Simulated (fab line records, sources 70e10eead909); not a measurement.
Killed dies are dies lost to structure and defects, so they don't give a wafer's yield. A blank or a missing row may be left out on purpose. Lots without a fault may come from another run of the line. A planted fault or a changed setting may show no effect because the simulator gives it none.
fab line records | flow nand_harc
record lots=24 wafers=72 last_day=24
route steps=1159 shown P_GATE@146 P_CONTACT@248 P_M0@266 P_M1@317 P_M2@334
lots that met no fault: from a run of the same line without faults
start_h: hours from the record's first day to the start of the lot's first wafer shown | wait_h: hours since the lot's step before | " the same as in the row above | L1.1+2: a row that stands for several wafers | - no value, or no start given | * or withheld: withheld | < > ~ a bound
route shown NAME@n: a module of which the file shows steps, and the number in the route of the first | usual: mean/standard deviation of fault-free wafers | same: alike in all rows | chamber/n: place in a boat | sites: the reading at each site | _std_site: their standard deviation | _edge_site: outer sites' mean less inner sites' | radius_mm: how far each site lies from the wafer's centre | mask NAME#n: copy n | behind: the tool/chamber that last shaped the wafer | hold: why the lot was held/for how many hours/how that ended | device: the transistor (n, p or np) that didn't switch | end of line: the same wafers' tests at the end of the route | a step without rows: its recipe alone | killed: dies lost to structure and defects at the first sort, not the wafer's yield | map: a wafer's dies, x killed, . not, _ none there
set.NAME: the setting as run; set.NAME@STEP: as run at that earlier step | model.NAME: the simulator's own value behind a step, which no gauge read
steps of the route over a sample of lots; a table a step, a row a wafer
services: from which hour (start_h, from the record's first day; less than 0 if before it) a tool's chamber was out of use, for how many hours, and why
## steps
# step NHARC_P_GATE_HM_OPEN_105
# recipe target_depth_a=3600 o2_flow_sccm=400 cos_flow_sccm=20 ar_flow_sccm=0 rf_w=500 bias_w=300 chemistry=O2/COS
# usual drypump_motor_current_A=5.7/0.46 mfc_ar_sccm=0.007/0.009 oes_product_au=0.996/0.01 rf_vpp_V=467.7/2.8 showerhead_plenum_p_Torr=3.15/0.13 throttle_valve_pct=28.331/0.01
# columns lot.wafer tool chamber start_h wait_h drypump_motor_current_A mfc_ar_sccm oes_product_au rf_hours_counter_h rf_vpp_V showerhead_plenum_p_Torr throttle_valve_pct
L075.2 rie_diel-07 2 - - 5.5 0 1.007 6 463.8 3.04 28.341
L075.1 " 3 " " 6.8 0 0.993 5 469.7 3.29 28.328
L075.4 " 0 " " 5.7 0 0.981 6 464.1 2.98 28.331
L074.1 rie_diel-07 1 - - 5.4 0.008 0.983 6 472.0 3.32 28.347
L074.5 " 0 " " 5.7 0 0.983 - 464.0 2.98 28.335
L074.6 " 1 " " 5.4 0.008 0.986 - 471.5 3.32 28.339
L076.4 rie_diel-07 1 - - 5.4 0.008 0.993 7 470.7 3.32 28.328
L076.3 " 3 " " 6.8 0 0.998 6 470.3 3.29 28.337
L076.5 " 0 " " 5.7 0 0.992 - 464.0 2.98 28.322
L078.2 rie_diel-07 1 - - 5.3 0.008 0.985 10 470.3 3.32 28.332
L078.4 " 3 " " 6.8 0 0.987 9 470.2 3.29 28.346
L078.5 " 1 " " 5.4 0.008 0.990 - 470.0 3.32 28.341
L077.2 rie_diel-08 1 - - 5.2 0 1.026 57 466.8 3.09 28.317
L077.3 " 3 " " 6.0 0.029 1.005 59 470.0 3.25 28.345
L077.4 " 1 " " 5.2 0 1.010 - 465.1 3.09 28.328
L079.4 rie_diel-01 1 - - 5.6 0.015 1.002 49 467.4 3.16 28.350
L079.1 " 0 " " 6.0 0 0.996 48 462.8 2.90 28.305
L079.5 " 1 " " 5.6 0.015 1.005 - 467.9 3.16 28.313
L080.3 rie_diel-01 3 - - 5.0 0.006 1.000 51 469.5 3.22 28.346
L080.5 " 3 " " 5.0 0.006 0.986 - 470.5 3.22 28.345
L080.6 " 0 " " 6.0 0 1.005 - 461.7 2.90 28.334
L081.4 rie_diel-07 2 - - 5.5 0 0.994 15 466.8 3.04 28.313
L081.3 " 3 " " 6.8 0 0.991 13 469.2 3.29 28.336
L081.6 " 2 " " 5.5 0 0.996 - 464.8 3.04 28.330
L083.2 rie_diel-08 3 - - 6.0 0.029 1.000 4 469.5 3.25 28.333
L083.1 " 2 " " 5.7 0 1.003 4 463.5 2.92 28.323
L083.5 " 0 " " 5.6 0.018 1.001 - 470.0 3.21 28.327
L082.2 rie_diel-08 3 - - 6.0 0.029 0.993 4 469.4 3.25 28.337
L082.3 " 0 " " 5.6 0.018 0.984 4 471.0 3.22 28.316
L082.6 " 0 " " 5.6 0.018 1.002 - 469.1 3.21 28.333
L084.1 rie_diel-07 2 - - 5.5 0 1.002 19 465.9 3.04 28.317
L084.2 " 0 " " 5.7 0 0.982 20 463.1 2.97 28.337
L084.5 " 1 " " 5.4 0.008 0.986 - 471.0 3.32 28.328
L086.3 rie_diel-08 3 - - 6.0 0.029 0.996 15 470.4 3.24 28.348
L086.2 " 1 " " 5.2 0 1.006 13 464.9 3.08 28.332
L086.4 " 3 " " 6.0 0.029 1.007 - 469.5 3.24 28.325
L085.3 rie_diel-01 3 - - 5.0 0.006 1.007 8 469.2 3.21 28.332
L085.1 " 2 " " 5.5 0.004 0.994 8 467.6 3.11 28.341
L085.4 " 2 " " 5.5 0.004 1.001 - 466.3 3.11 28.345
L087.2 rie_diel-07 2 - - 5.5 0 0.995 21 464.3 3.04 28.345
L087.3 " 3 " " 6.8 0 0.996 19 470.6 3.28 28.349
L087.1 " 0 " " 5.7 0 0.981 22 463.2 2.97 28.324
L089.2 rie_diel-08 1 - - 5.3 0 1.006 20 468.2 3.07 28.330
L089.4 " 3 " " 6.0 0.029 0.985 22 470.3 3.24 28.330
L089.5 " 1 " " 5.2 0 0.999 - 466.2 3.07 28.345
L090.3 rie_diel-01 2 - - 5.5 0.004 0.993 14 467.1 3.11 28.355
L090.2 " 1 " " 5.6 0.015 0.999 15 466.7 3.15 28.319
L090.6 " 2 " " 5.5 0.004 0.990 - 465.9 3.10 28.319
L088.3 rie_diel-07 0 - - 5.7 0 0.992 26 463.2 2.97 28.322
L088.2 " 1 " " 5.4 0.008 0.998 26 470.1 3.31 28.324
L088.6 " 0 " " 5.7 0 0.984 - 465.1 2.97 28.347
L091.4 rie_diel-08 1 - - 5.2 0 0.998 23 465.7 3.07 28.316
L091.3 " 3 " " 6.0 0.029 0.995 25 469.4 3.24 28.328
L091.6 " 0 " " 5.5 0.018 0.996 - 469.5 3.20 28.325
L092.2 rie_diel-01 1 - - 5.6 0.015 1.012 18 468.4 3.15 28.324
L092.4 " 3 " " 5.0 0.006 1.005 18 466.8 3.21 28.342
L092.5 " 1 " " 5.6 0.015 1.006 - 468.3 3.15 28.321
L093.3 rie_diel-07 3 - - 6.8 0 0.998 28 468.5 3.28 28.331
L093.2 " 0 " " 5.7 0 0.988 30 466.0 2.97 28.346
L093.5 " 0 " " 5.7 0 0.988 - 463.9 2.97 28.337
L095.4 rie_diel-01 3 - - 5.0 0.006 1.001 23 467.6 3.21 28.326
L095.1 " 0 " " 6.0 0 0.990 20 471.0 3.36 28.338
L095.6 " 3 " " 5.0 0.006 1.017 - 469.9 3.21 28.328
L094.1 rie_diel-08 0 - - 5.6 0.018 0.988 34 469.3 3.20 28.338
L094.4 " 1 " " 5.2 0 1.000 33 466.4 3.07 28.335
L094.6 " 0 " " 5.5 0.018 0.985 - 469.0 3.20 28.327
L096.4 rie_diel-07 3 - - 6.8 0 0.998 30 470.4 3.28 28.325
L096.1 " 0 " " 5.7 0 0.977 32 463.2 2.97 28.322
L096.6 " 2 " " 5.5 0 0.993 - 465.6 3.03 28.332
L097.4 rie_diel-07 3 - - 6.8 0 0.991 30 470.0 3.28 28.318
L097.1 " 1 " " 5.4 0.008 0.976 32 470.2 3.31 28.338
L097.6 " 3 " " 6.8 0 1.004 - 468.9 3.28 28.332
# step NHARC_P_GATE_DESCUM_48
# recipe time_s=3 o2_flow_sccm=200 ar_flow_sccm=0 bias_power_w=0 chemistry=O2
# usual drypump_motor_current_A=5.8/0.5 mfc_ar_sccm=0.006/0.0093 oes_product_au=0.994/0.011 rf_vpp_V=57.8/0.85 showerhead_plenum_p_Torr=1.93/0.09 throttle_valve_pct=11.313/0.0085
# columns lot.wafer tool chamber start_h wait_h drypump_motor_current_A mfc_ar_sccm oes_product_au rf_hours_counter_h rf_vpp_V showerhead_plenum_p_Torr throttle_valve_pct
L075.1 rie_diel-08 3 106.58 - 6.0 0.029 1.002 58 58.8 2.00 11.314
L075.2 " 0 " " 5.5 0.018 0.983 58 58.2 1.98 11.310
L075.4 " 1 " " 5.2 0 1.001 57 58.1 1.89 11.314
L074.1 rie_diel-07 0 107.52 - 5.7 0 0.991 8 58.3 1.82 11.320
L074.6 " 2 " " 5.5 0 1.008 - 57.6 1.86 11.305
L074.5 " 3 " " 6.8 0 0.999 - 60.5 2.02 11.319
L076.3 rie_diel-07 3 112.73 - 6.8 0 0.982 10 57.3 2.02 11.322
L076.4 " 0 " " 5.7 0 0.980 11 57.6 1.82 11.307
L076.5 " 1 " " 5.4 0.008 0.984 - 58.5 2.04 11.314
L078.2 rie_diel-08 2 121.51 - 5.6 0 0.994 54 57.8 1.78 11.315
L078.4 " 3 " " 6.0 0.029 1.012 63 58.8 2.00 11.314
L078.5 " 2 " " 5.6 0 1.001 - 55.8 1.78 11.307
L077.3 rie_diel-07 2 122.22 - 5.5 0 1.003 12 56.2 1.86 11.312
L077.4 " 3 " " 6.8 0 0.986 12 58.1 2.02 11.304
L077.2 " 1 " " 5.4 0.008 0.986 13 57.7 2.04 11.316
L079.1 rie_diel-07 0 128.49 - 5.7 0 0.988 14 56.5 1.82 11.305
L079.4 " 1 " " 5.4 0.008 0.984 - 58.3 2.04 11.315
L079.5 " 2 " " 5.5 0 1.005 - 56.4 1.86 11.308
L080.3 rie_diel-07 0 137.96 - 5.7 0 0.984 15 57.7 1.82 11.323
L080.6 " 3 " " 6.7 0 0.982 - 57.2 2.02 11.321
L080.5 " 0 " " 5.7 0 0.988 - 57.8 1.82 11.315
L081.3 rie_diel-07 0 152.86 - 5.7 0 0.976 18 56.6 1.82 11.317
L081.4 " 1 " " 5.4 0.008 0.977 19 58.1 2.04 11.300
L081.6 " 3 " " 6.7 0 0.994 - 57.7 2.02 11.315
L083.1 rie_diel-08 2 153.54 - 5.6 0 1.005 8 56.9 1.78 11.309
L083.2 " 3 " " 6.0 0.029 0.993 10 57.8 1.99 11.306
L083.5 " 2 " " 5.6 0 0.999 - 57.7 1.78 11.317
L082.3 rie_diel-01 2 154.01 - 5.5 0.004 0.998 3 57.3 1.91 11.320
L082.2 " 3 " " 5.0 0.006 1.002 3 58.8 1.97 11.301
L082.6 " 2 " " 5.6 0.004 0.992 - 58.5 1.91 11.307
L084.2 rie_diel-08 0 171.91 - 5.6 0.018 0.991 18 58.4 1.97 11.308
L084.1 " 1 " " 5.2 0 1.007 16 59.1 1.88 11.329
L084.5 " 1 " " 5.2 0 1.012 - 56.7 1.88 11.315
L086.4 rie_diel-07 2 176.91 - 5.5 0 1.006 24 56.6 1.86 11.315
L086.2 " 0 " " 5.7 0 0.992 25 56.8 1.81 11.310
L086.3 " 1 " " 5.4 0.008 0.998 25 57.6 2.04 11.321
L085.1 rie_diel-07 3 177.16 - 6.8 0 0.993 22 57.8 2.02 11.318
L085.3 " 1 " " 5.4 0.008 0.981 25 58.1 2.04 11.304
L085.4 " 2 " " 5.5 0 1.005 24 56.8 1.86 11.310
L087.3 rie_diel-08 1 178.44 - 5.2 0 1.002 19 58.3 1.88 11.305
L087.1 " 2 " " 5.6 0 1.001 16 57.4 1.78 11.315
L087.2 " 0 " " 5.5 0.018 1.001 21 57.7 1.97 11.317
L089.4 rie_diel-07 0 195.04 - 5.7 0 0.982 27 58.4 1.81 11.293
L089.2 " 1 " " 5.4 0.008 0.986 27 58.3 2.04 11.306
L089.5 " 3 " " 6.8 0 0.995 - 58.2 2.02 11.310
L090.3 rie_diel-07 0 195.81 - 5.7 0 0.981 28 58.2 1.81 11.313
L090.2 " 1 " " 5.4 0.008 0.991 28 59.0 2.04 11.314
L090.6 " 2 " " 5.5 0 1.007 - 57.3 1.86 11.320
L088.2 rie_diel-07 1 195.90 - 5.4 0.008 0.986 28 59.2 2.04 11.315
L088.3 " 2 " " 5.5 0 0.997 27 57.0 1.86 11.326
L088.6 " 1 " " 5.4 0.008 0.982 - 58.7 2.04 11.322
L091.4 rie_diel-07 2 201.51 - 5.5 0 1.004 28 57.5 1.86 11.301
L091.3 " 3 " " 6.8 0 0.983 27 58.2 2.02 11.308
L091.6 " 1 " " 5.4 0.008 0.975 - 58.9 2.04 11.314
L092.4 rie_diel-07 2 208.89 - 5.5 0 0.992 30 57.5 1.86 11.309
L092.2 " 0 " " 5.7 0 0.980 31 58.3 1.81 11.310
L092.5 " 3 " " 6.8 0 0.989 - 57.7 2.01 11.321
L093.3 rie_diel-07 2 216.59 - 5.5 0 1.010 30 56.6 1.86 11.319
L093.2 " 3 " " 6.8 0 0.995 30 57.8 2.01 11.313
L093.5 " 2 " " 5.5 0 1.003 - 57.2 1.86 11.311
L095.4 rie_diel-01 3 223.13 - 5.0 0.006 1.004 25 58.9 1.97 11.304
L095.1 " 2 " " 5.6 0.004 1.000 26 58.3 1.90 11.310
L095.6 " 0 " " 6.0 0 0.983 - 58.2 2.07 11.311
L094.1 rie_diel-08 2 223.61 - 5.7 0 1.017 33 57.4 1.77 11.294
L094.4 " 3 " " 6.0 0.029 1.003 37 56.8 1.98 11.329
L094.6 " 2 " " 5.6 0 1.005 - 58.2 1.77 11.309
L096.4 rie_diel-08 3 238.86 - 6.0 0.029 0.988 44 56.8 1.98 11.327
L096.1 " 2 " " 5.6 0 0.993 38 57.1 1.77 11.315
L096.6 " 0 " " 5.5 0.018 0.984 - 57.7 1.96 11.306
L097.4 rie_diel-08 0 239.45 - 5.5 0.018 0.979 43 58.3 1.96 11.309
L097.1 " 2 " " 5.6 0 1.001 38 58.2 1.77 11.319
L097.6 " 3 " " 6.0 0.029 0.997 - 58.3 1.98 11.305
# step NHARC_P_CONTACT_CVD_23
# recipe target_thk_a=2000 temp_c=300 pressure_torr=40 wf6_flow_sccm=40 h2_flow_sccm=1600 ar_flow_sccm=1560 time_s=557 material=W
# usual heater_power_w=455/75 mfc_ar_sccm=1560/4.8 throttle_valve_pct=8.0/0.31
# columns lot.wafer tool chamber start_h wait_h heater_power_w mfc_ar_sccm throttle_valve_pct
L075.2 cvd_w-02 0 - - 499 1560 7.8
L075.1 " 1 " " 575 1560 8.4
L075.4 " 1 " " 575 1560 8.5
L074.1 cvd_w-02 1 - - 572 1558 8.4
L074.6 " 0 " " 485 1560 8.0
L074.5 " 1 " " 559 1564 8.3
L076.3 cvd_w-02 1 - - 559 1559 8.2
L076.4 " 0 " " 493 1559 7.9
L076.5 " 1 " " 586 1564 8.1
L078.2 cvd_w-02 1 - - 566 1566 8.4
L078.4 " 1 " " 578 1558 8.3
L078.5 " 1 " " 570 1565 8.3
L077.2 cvd_w-02 1 - - 570 1555 8.3
L077.3 " 1 " " 576 1557 8.4
L077.4 " 1 " " 575 1558 8.3
L079.1 cvd_w-01 0 - - 374 1562 7.5
L079.4 " 1 " " 401 1558 7.9
L079.5 " 0 " " 377 1553 7.8
L080.3 cvd_w-01 1 - - 407 1558 8.0
L080.6 " 0 " " 371 1555 7.7
L080.5 " 1 " " 405 1560 7.8
L081.3 cvd_w-01 1 - - 401 1560 8.0
L081.4 " 0 " " 375 1558 7.7
L081.6 " 0 " " 389 1563 7.7
L083.2 cvd_w-02 0 - - 495 1562 8.4
L083.1 " 1 " " 551 1564 8.4
L083.5 " 0 " " 494 1562 8.3
L082.2 cvd_w-01 0 - - 377 1567 7.6
L082.3 " 1 " " 412 1557 8.1
L082.6 " 1 " " 393 1556 7.9
L084.2 cvd_w-01 1 - - 415 1569 8.1
L084.1 " 0 " " 376 1555 7.7
L084.5 " 1 " " 411 1569 8.0
L086.2 cvd_w-02 1 - - 562 1565 8.3
L086.3 " 0 " " 493 1562 7.9
L086.4 " 1 " " 567 1564 8.4
L085.1 cvd_w-01 1 - - 406 1554 8.2
L085.4 " 0 " " 373 1562 7.8
L085.3 " 1 " " 406 1562 8.2
L087.1 cvd_w-02 1 - - 570 1554 8.2
L087.2 " 0 " " 510 1563 7.8
L087.3 " 1 " " 572 1560 8.7
L089.2 cvd_w-01 1 - - 408 1560 8.2
L089.4 " 1 " " 399 1565 8.1
L089.5 " 0 " " 381 1557 7.5
L090.2 cvd_w-01 0 206.47 0.3 385 1555 7.9
L090.3 " 1 " " 392 1570 8.2
L090.6 " 0 " " 379 1565 7.9
L088.2 cvd_w-01 0 - - 384 1559 7.7
L088.3 " 0 " " 391 1556 7.7
L088.6 " 1 " " 404 1561 8.2
L091.3 cvd_w-01 0 - - 382 1565 8.0
L091.4 " 1 " " 405 1569 8.1
L091.6 " 0 " " 384 1559 7.6
L092.2 cvd_w-01 1 - - 404 1551 8.0
L092.4 " 0 " " 379 1557 7.9
L092.5 " 1 " " 413 1552 7.8
L093.2 cvd_w-01 1 - - 419 1559 8.2
L093.3 " 1 " " 402 1546 7.8
L093.5 " 0 " " 386 1557 7.9
L095.1 cvd_w-01 0 - - 376 1553 7.9
L095.4 " 0 " " 381 1554 7.8
L095.6 " 0 " " 384 1548 7.9
L094.1 cvd_w-02 0 - - 499 1560 7.7
L094.4 " 0 " " 500 1567 7.6
L094.6 " 0 " " 510 1562 7.7
L097.1 cvd_w-02 1 - - 551 1566 8.8
L097.4 " 1 " " 562 1558 8.4
L097.6 " 1 " " 557 1557 8.6
L096.1 cvd_w-01 1 - - 402 1562 8.6
L096.4 " 0 " " 383 1560 7.9
L096.6 " 0 " " 385 1557 7.7
# step NHARC_P_M0_DESCUM_14
# recipe time_s=3 o2_flow_sccm=200 ar_flow_sccm=0 bias_power_w=0 chemistry=O2
# usual drypump_motor_current_A=5.9/0.54 mfc_ar_sccm=0.012/0.015 oes_product_au=0.999/0.0095 rf_vpp_V=57.7/0.85 showerhead_plenum_p_Torr=1.89/0.092 throttle_valve_pct=11.312/0.0091
# columns lot.wafer tool chamber start_h wait_h drypump_motor_current_A mfc_ar_sccm oes_product_au rf_hours_counter_h rf_vpp_V showerhead_plenum_p_Torr throttle_valve_pct
L075.2 rie_diel-13 0 123.29 0.1 6.7 0.018 1.016 2 56.0 1.80 11.314
L075.4 " 1 " " 6.0 0.039 1.002 1 55.8 1.94 11.301
L075.1 " 3 " " 5.0 0 1.013 1 58.4 1.86 11.313
L074.1 rie_diel-13 3 125.53 0.1 5.0 0 1.013 1 57.6 1.86 11.312
L074.5 " 1 " " 6.0 0.039 1.001 - 57.9 1.94 11.318
L074.6 " 2 " " 5.9 0 0.998 - 55.9 1.79 11.305
L076.3 rie_diel-13 1 128.86 0.1 6.0 0.039 0.995 2 57.7 1.94 11.303
L076.4 " 0 " " 6.6 0.018 1.021 2 59.1 1.80 11.317
L076.5 " 2 " " 5.9 0 0.994 - 58.2 1.79 11.303
L078.4 rie_diel-06 1 140.46 0.1 5.8 0 1.007 5 57.7 2.06 11.313
L078.2 " 2 " " 5.4 0 0.980 6 57.7 1.89 11.302
L078.5 " 1 " " 5.9 0 1.003 - 57.7 2.06 11.306
L077.2 rie_diel-06 1 141.78 0.1 5.8 0 0.999 5 59.4 2.06 11.303
L077.3 " 2 " " 5.4 0 0.979 6 58.5 1.89 11.326
L077.4 " 3 " " 5.4 0.024 0.988 5 58.3 2.02 11.308
L079.1 rie_diel-13 0 142.18 0.1 6.7 0.018 1.003 3 56.7 1.80 11.316
L079.4 " 2 " " 5.9 0 0.987 2 57.6 1.79 11.314
L079.5 " 0 " " 6.7 0.018 1.007 - 58.9 1.80 11.314
L080.3 rie_diel-13 3 153.21 0.1 5.0 0 1.004 3 56.9 1.86 11.298
L080.6 " 0 " " 6.7 0.018 1.004 - 57.5 1.80 11.321
L080.5 " 1 " " 6.0 0.039 0.999 - 57.3 1.94 11.313
L081.3 rie_diel-13 0 166.77 0.1 6.7 0.018 1.007 5 57.2 1.80 11.323
L081.4 " 1 " " 6.0 0.039 1.007 5 58.0 1.94 11.318
L081.6 " 0 " " 6.7 0.018 1.005 - 57.0 1.80 11.327
L083.1 rie_diel-12 0 166.97 0.1 5.7 0.009 0.998 7 58.5 1.83 11.296
L083.2 " 1 " " 5.8 0 0.987 9 57.1 1.78 11.305
L083.5 " 3 " " 6.1 0.005 1.004 - 57.6 2.05 11.311
L082.3 rie_diel-13 0 168.00 0.1 6.7 0.018 0.997 5 59.5 1.80 11.305
L082.2 " 1 " " 6.0 0.039 1.000 5 57.2 1.94 11.303
L082.6 " 1 " " 6.0 0.039 0.998 - 58.8 1.94 11.318
L084.1 rie_diel-12 0 188.68 0.1 5.6 0.009 0.987 8 56.8 1.83 11.312
L084.2 " 1 " " 5.8 0 0.989 10 57.3 1.78 11.325
L084.5 " 0 " " 5.6 0.009 0.990 - 59.0 1.83 11.317
L086.2 rie_diel-12 3 190.73 0.1 6.1 0.005 1.013 10 58.7 2.05 11.311
L086.3 " 1 " " 5.8 0 0.999 10 58.0 1.78 11.319
L086.4 " 2 " " 6.6 0 1.011 10 57.6 2.01 11.294
L085.4 rie_diel-13 3 190.99 0.1 5.0 0 1.002 6 57.3 1.86 11.304
L085.3 " 0 " " 6.7 0.018 0.994 6 57.7 1.80 11.297
L085.1 " 1 " " 6.0 0.039 1.006 6 59.8 1.94 11.322
L087.2 rie_diel-13 3 191.26 0.1 5.0 0 1.006 6 57.7 1.86 11.309
L087.1 " 1 " " 6.0 0.039 0.998 6 56.6 1.94 11.317
L087.3 " 2 " " 5.9 0 0.991 6 57.3 1.79 11.316
L089.4 rie_diel-06 1 207.54 0.1 5.9 0 1.010 10 59.3 2.06 11.315
L089.2 " 2 " " 5.4 0 0.979 11 56.6 1.89 11.301
L089.5 " 0 " " 5.2 0 1.002 - 58.4 1.98 11.320
L090.3 rie_diel-06 2 208.56 0.1 5.4 0 0.982 11 58.3 1.89 11.296
L090.2 " 1 " " 5.9 0 1.010 10 57.6 2.06 11.302
L090.6 " 2 " " 5.4 0 0.993 - 57.3 1.89 11.301
L088.2 rie_diel-13 3 209.01 0.1 5.0 0 1.003 7 57.4 1.86 11.305
L088.3 " 0 " " 6.7 0.018 1.006 7 57.2 1.80 11.302
L088.6 " 0 " " 6.6 0.018 0.997 - 56.6 1.80 11.316
L091.4 rie_diel-13 3 215.13 0.1 5.0 0 1.011 8 56.8 1.86 11.306
L091.3 " 2 " " 5.9 0 0.986 9 57.0 1.79 11.316
L091.6 " 3 " " 5.0 0 1.004 - 57.6 1.86 11.322
L092.2 rie_diel-13 1 221.71 0.1 6.0 0.039 0.996 8 57.5 1.94 11.311
L092.4 " 2 " " 6.0 0 0.984 9 58.1 1.79 11.306
L092.5 " 2 " " 6.0 0 0.987 - 58.0 1.79 11.304
L093.3 rie_diel-12 1 230.98 0.1 5.8 0 0.994 1 58.3 1.78 11.316
L093.2 " 2 " " 6.7 0 0.984 1 55.9 2.01 11.317
L093.5 " 0 " " 5.7 0.009 0.994 - 58.6 1.83 11.313
L095.1 rie_diel-13 0 235.78 0.1 6.7 0.018 0.995 10 56.1 1.80 11.316
L095.4 " 2 " " 5.9 0 0.979 11 57.6 1.79 11.311
L095.6 " 1 " " 6.0 0.039 1.001 - 57.4 1.94 11.308
L094.1 rie_diel-13 0 236.34 0.1 6.7 0.018 1.002 10 57.6 1.80 11.315
L094.4 " 2 " " 5.9 0 0.997 11 57.9 1.79 11.318
L094.6 " 0 " " 6.7 0.018 1.012 - 56.7 1.80 11.333
L096.4 rie_diel-12 0 256.33 0.1 5.7 0.009 0.993 2 56.6 1.83 11.315
L096.1 " 1 " " 5.8 0 1.003 3 57.3 1.78 11.321
L096.6 " 0 " " 5.7 0.009 0.997 - 57.6 1.83 11.318
L097.1 rie_diel-13 3 256.49 0.1 5.0 0 1.005 13 58.0 1.86 11.325
L097.4 " 0 " " 6.7 0.018 1.004 12 57.4 1.80 11.329
L097.6 " 0 " " 6.7 0.018 0.995 - 57.8 1.80 11.316
# step NHARC_P_M1_DEP_33
# recipe target_thk_a=300 temp_c=370 target_thk_nm=30 pressure_torr=3 flow_sccm=200 rf_w=450 material=SiCN
# usual heater_power_w=598/82
# columns lot.wafer tool chamber start_h wait_h heater_power_w
L075.1 pecvd-02 2 129.95 0.1 658
L075.2 " 1 " " 588
L075.4 " 0 " " 504
L074.1 pecvd-01 1 132.61 0.1 549
L074.5 " 1 " " 544
L074.6 " 2 " " 551
L076.3 pecvd-04 2 135.66 0.1 648
L076.4 " 0 " " 463
L076.5 " 1 " " 783
L078.2 pecvd-01 0 147.53 0.1 636
L078.5 " 1 " " 519
L078.4 " 2 " " 534
L077.2 pecvd-01 0 148.47 0.1 602
L077.3 " 1 " " 610
L077.4 " 0 " " 594
L079.1 pecvd-01 0 149.22 0.1 547
L079.5 " 1 " " 592
L079.4 " 2 " " 524
L080.3 pecvd-01 0 159.97 0.1 523
L080.5 " 1 " " 585
L080.6 " 2 " " 589
L081.3 pecvd-02 2 173.46 0.1 743
L081.6 " 0 " " 483
L081.4 " 1 " " 616
L083.1 pecvd-02 1 174.11 0.1 544
L083.2 " 2 " " 671
L083.5 " 0 " " 532
L082.2 pecvd-04 2 174.87 0.1 644
L082.3 " 0 " " 457
L082.6 " 0 " " 467
L084.1 pecvd-02 1 195.56 0.1 633
L084.2 " 2 " " 677
L084.5 " 0 " " 551
L086.2 pecvd-02 0 197.60 0.1 551
L086.3 " 2 " " 742
L086.4 " 2 " " 744
L085.3 pecvd-01 0 198.91 0.1 576
L085.1 " 1 " " 619
L085.4 " 2 " " 575
L087.2 pecvd-02 0 199.11 0.1 521
L087.3 " 1 " " 549
L087.1 " 2 " " 623
L089.2 pecvd-02 1 214.43 0.1 582
L089.4 " 0 " " 564
L089.5 " 2 " " 624
L090.3 pecvd-02 0 215.39 0.1 562
L090.2 " 1 " " 543
L090.6 " 2 " " 696
L088.3 pecvd-02 0 216.05 0.1 535
L088.2 " 1 " " 540
L088.6 " 1 " " 544
L091.3 pecvd-01 0 222.13 0.1 644
L091.4 " 0 " " 611
L091.6 " 2 " " 570
L092.2 pecvd-04 2 228.68 0.1 715
L092.4 " 2 " " 727
L092.5 " 0 " " 473
L093.2 pecvd-04 1 237.72 0.1 790
L093.3 " 2 " " 635
L093.5 " 1 " " 761
L095.1 pecvd-02 0 243.13 0.1 525
L095.6 " 1 " " 583
L095.4 " 0 " " 521
L094.1 pecvd-04 1 243.31 0.1 672
L094.6 " 1 " " 691
L094.4 " 0 " " 476
L096.1 pecvd-01 2 263.11 0.1 570
L096.6 " 2 " " 551
L096.4 " 0 " " 627
L097.1 pecvd-04 0 264.18 0.1 473
L097.6 " 2 " " 578
L097.4 " 0 " " 486
# step NHARC_P_M2_CD_MEAS_16
# usual cd_nm=169.9/0.89
# columns lot.wafer tool chamber start_h wait_h cd_nm
L075.1 cd_sem-02 - 131.68 - 170.8
L075.2 " - " " 170.7
L075.4 " - " " 169.0
L074.1 cd_sem-01 - 134.47 - 169.3
L074.5 " - " " 170.5
L074.6 " - " " 170.7
L076.3 cd_sem-03 - 137.40 - 169.8
L076.4 " - " " 169.5
L076.5 " - " " 169.9
L078.2 cd_sem-03 - 149.24 - 170.7
L078.4 " - " " 169.1
L078.5 " - " " 171.0
L077.2 cd_sem-03 - 150.30 - 171.7
L077.3 " - " " 170.7
L077.4 " - " " 171.3
L079.1 cd_sem-01 - 151.02 - 168.6
L079.4 " - " " 168.8
L079.5 " - " " 168.9
L080.3 cd_sem-01 - 161.61 - 167.7
L080.5 " - " " 168.4
L080.6 " - " " 170.2
L081.3 cd_sem-02 - 175.20 - 171.4
L081.4 " - " " 168.8
L081.6 " - " " 171.0
L083.1 cd_sem-03 - 175.98 - 169.6
L083.2 " - " " 169.8
L083.5 " - " " 169.5
L082.2 cd_sem-02 - 176.60 - 169.6
L082.3 " - " " 170.0
L082.6 " - " " 170.3
L084.1 cd_sem-01 - 197.26 - 169.0
L084.2 " - " " 170.3
L084.5 " - " " 168.8
L086.2 cd_sem-03 - 199.52 - 169.5
L086.3 " - " " 168.2
L086.4 " - " " 169.1
L085.1 cd_sem-03 - 200.50 - 169.4
L085.3 " - " " 171.5
L085.4 " - " " 169.2
L087.1 cd_sem-03 - 200.71 - 171.2
L087.2 " - " " 168.9
L087.3 " - " " 169.2
L089.2 cd_sem-02 - 216.12 - 169.7
L089.4 " - " " 169.6
L089.5 " - " " 168.4
L090.2 cd_sem-03 - 217.17 - 170.4
L090.3 " - " " 169.7
L090.6 " - " " 171.3
L088.2 cd_sem-02 - 217.95 - 167.8
L088.3 " - " " 171.2
L088.6 " - " " 169.0
L091.3 cd_sem-03 - 223.86 - 169.8
L091.4 " - " " 170.4
L091.6 " - " " 168.5
L092.2 cd_sem-03 - 230.38 - 172.5
L092.4 " - " " 171.2
L092.5 " - " " 170.1
L093.2 cd_sem-03 - 239.36 - 169.9
L093.3 " - " " 170.0
L093.5 " - " " 170.9
L095.1 cd_sem-02 - 244.76 - 170.5
L095.4 " - " " 170.7
L095.6 " - " " 170.2
L094.1 cd_sem-02 - 245.14 - 169.6
L094.4 " - " " 169.0
L094.6 " - " " 169.8
L096.1 cd_sem-01 - 265.21 - 169.4
L096.4 " - " " 168.7
L096.6 " - " " 169.4
L097.1 cd_sem-02 - 265.89 - 171.4
L097.4 " - " " 169.8
L097.6 " - " " 169.8
## services
# columns tool chamber start_h hours kind
rie_diel-13 - 99.00 9.0 pm
rie_diel-08 2 107.24 12.5 repair
cvd_w-01 - 111.00 13.0 pm
rie_diel-07 3 123.18 6.4 repair
rie_diel-08 - 124.80 9.0 pm
rie_diel-01 2 129.59 5.5 repair
cvd_w-02 0 134.83 13.1 repair
rie_diel-01 - 138.37 9.0 pm
pecvd-02 - 153.01 13.0 pm
rie_diel-01 0 161.94 4.9 repair
rie_diel-08 2 164.66 7.4 repair
pecvd-04 - 195.00 13.0 pm
cvd_w-02 - 196.79 13.0 pm
rie_diel-01 - 205.01 0.6 repair
rie_diel-01 3 213.66 4.4 repair
pecvd-04 - 222.64 4.0 repair
rie_diel-07 - 228.20 9.0 pm
pecvd-01 - 237.10 13.0 pm
rie_diel-01 3 240.27 4.8 repair
rie_diel-01 2 241.03 3.9 repair
rie_diel-07 1 249.81 3.1 repair
cvd_w-01 0 258.71 1.3 repair
cvd_w-01 1 259.80 28.4 repair
pecvd-02 2 262.31 14.6 repair
## key
fault none
